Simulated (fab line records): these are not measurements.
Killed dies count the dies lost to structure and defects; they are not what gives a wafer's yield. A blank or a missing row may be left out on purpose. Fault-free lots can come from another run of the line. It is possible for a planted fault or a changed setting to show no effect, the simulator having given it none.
A lot that was struck, set against a sound lot ; flow n5_finfet ; 15 out of 1938 route steps
Sound: these wafers, L892.2, L892.3, L892.5. Struck: wafer L898.6. (L898.3, L898.5 of the same lot were not struck and are left out.) The cause comes at the end.
Order at every step that has rows: each side's tool, ch and its chambers, its first start. Under that, the readings that differ: sound wafers ; struck wafers ; difference of the means ; sigmas: that difference in standard deviations of wafers without a fault.
alike: words and numbers the same on both sides, and readings whose means are apart by under 2 such deviations; not compared: readings that were withheld, readings missing a value for some wafer, numbers with overlapping values and no deviation given by the record, and bounds like >300 which may hide the same value.
A row with sigmas, a row that says differs or no value, or rows on one side alone: a step with any of these is where the two part. Numbers that don't overlap but have no deviation are shown without sigmas and don't part them. Lack of a reading on every wafer of one side parts them only where that side has two or more wafers.

first, 1 step without rows for these wafers: N5_BEOL_M10_ALD_74 (deposits TaN, target thk 2 nm, pulse time 2 s, purge time 3 s).
N5_BEOL_M10_SURFACE_TREAT_76:
  sound on pvd_sputter-01, day 11 09:23; struck on pvd_sputter-03, day 13 16:36
  not compared: throttle_valve_pct
then, 1 step without rows for these wafers: N5_BEOL_M10_CVD_75 (deposits Co from CCTBA/H2, target thk 2 nm, time 138.9 s).
N5_BEOL_M10_SPUTTER_48: material Cu, target thk 12 nm, time 2 s.
  sound on pvd_sputter-03, day 11 11:22; struck on pvd_sputter-03, day 13 16:59
  alike: throttle_valve_pct
then, 1 step without rows for these wafers: N5_BEOL_M10_ECD_50 (material Cu, target thk 318 nm).
N5_BEOL_M10_ANNEAL_51: time 90 s.
  sound on rtp_anneal-02 ch 0, day 11 11:38; struck on rtp_anneal-01 ch 0, day 13 17:29
  alike: wafer_temp_C_max
N5_BEOL_M10_CMP_52: polishes, stops on SiCOH lowk, t overpolish 7 s, target thk 140 nm.
  sound on cmp-02 ch 0,1,2, day 11 11:56; struck on cmp-01 ch 3, day 13 17:49
reading;sound;struck;difference;sigmas
overpolish_run_s (s);7.010 7.006 7.009;6.988;-0.020;-2
  alike: barrier_field_endpoint_s, motor_current_A, retaining_ring_pressure_frac, time_to_endpoint_s
N5_BEOL_M10_THK_MEAS_53: measures by xrf.
  sound on film_metro-02, day 11 12:11; struck on film_metro-02, day 13 18:00
  alike: M10_THK
then, 2 steps without rows for these wafers: N5_BEOL_M10_PRE_CLEAN_55 (time 15 s); N5_BEOL_M10_DEP_56 (deposits SiCN from 3MS/NH3, target thk 15 nm, time 26.5 s).
N5_BEOL_M10_RS_MEAS_57: measures by four-point-probe.
  sound on film_metro-02, day 11 12:19; struck on film_metro-02, day 13 18:08
  alike: M10_RS
N5_BEOL_M10_INSPECT_58: inspects for defects (darkfield).
  sound on defect_inspect-01, day 11 12:21; struck on defect_inspect-01, day 13 18:10
  alike: raw_defect_count
N5_BEOL_M11_ILD_DEP_00: deposits SiCOH lowk from DEMS/porogen, target thk 308.51 nm, time 58 s.
  sound on pecvd-04 ch 0,1,2, day 11 12:23; struck on pecvd-04 ch 0, day 13 18:11
reading;sound;struck;difference;sigmas
susceptor_temp_C (C);299.98 300.08 299.87;296.37;-3.61;-19
  alike: heater_power_w, showerhead_plenum_p_Torr, throttle_valve_pct
N5_BEOL_M11_CURE_71: cures SiCOH lowk, time 240 s.
  sound on uv_cure-03 ch 0, day 11 12:34; struck on uv_cure-03 ch 2, day 13 18:26
reading;sound;struck;difference;sigmas
wafer_temp_C_max;386.4 386.3 386.5;388.4;+2.0;+3
  alike: lamp_power_pct
-- the record jumps here: 2 days lie between the struck wafers' starts before and after (it left off in module BEOL_M11 and takes up again in module PASSIVATION, whose first step shown is number 1936 of the route) --
N5_PASSIVATION_PROBE_49:
  sound on prober-01, day 13 18:26; struck on prober-02, day 16 01:33
reading;sound;struck;difference;sigmas
defect_limited_yield (%);91.3 91.6 91.4;95.3;+3.9;+3
killed_at_M4_up;23 15 10;4;-12;-2
killed_dies;103 99 101;55;-46;-3
killed_open;71 73 65;37;-33;-3
sort_bin_4_leakage (%);0 0 0.08;0;+0;-4
sort_bin_5_function (%);4.7 5.5 4.8;3.1;-1.9;-2
sort_bin_6_memory (%);3.6 2.4 3.6;1.4;-1.8;-3
sort_n_pass;1077 1081 1078;1125;+46;+3
sort_yield_pct (%);91.3 91.6 91.4;95.3;+3.9;+3
  alike: killed_at_M0_to_M3, killed_at_contacts, killed_at_front_end, killed_at_other, killed_short, sort_bin_8_speed

WHERE THEY PART
Earliest at N5_BEOL_M10_CMP_52; latest, in this record, at N5_PASSIVATION_PROBE_49.

WHY: whatever the simulator had introduced
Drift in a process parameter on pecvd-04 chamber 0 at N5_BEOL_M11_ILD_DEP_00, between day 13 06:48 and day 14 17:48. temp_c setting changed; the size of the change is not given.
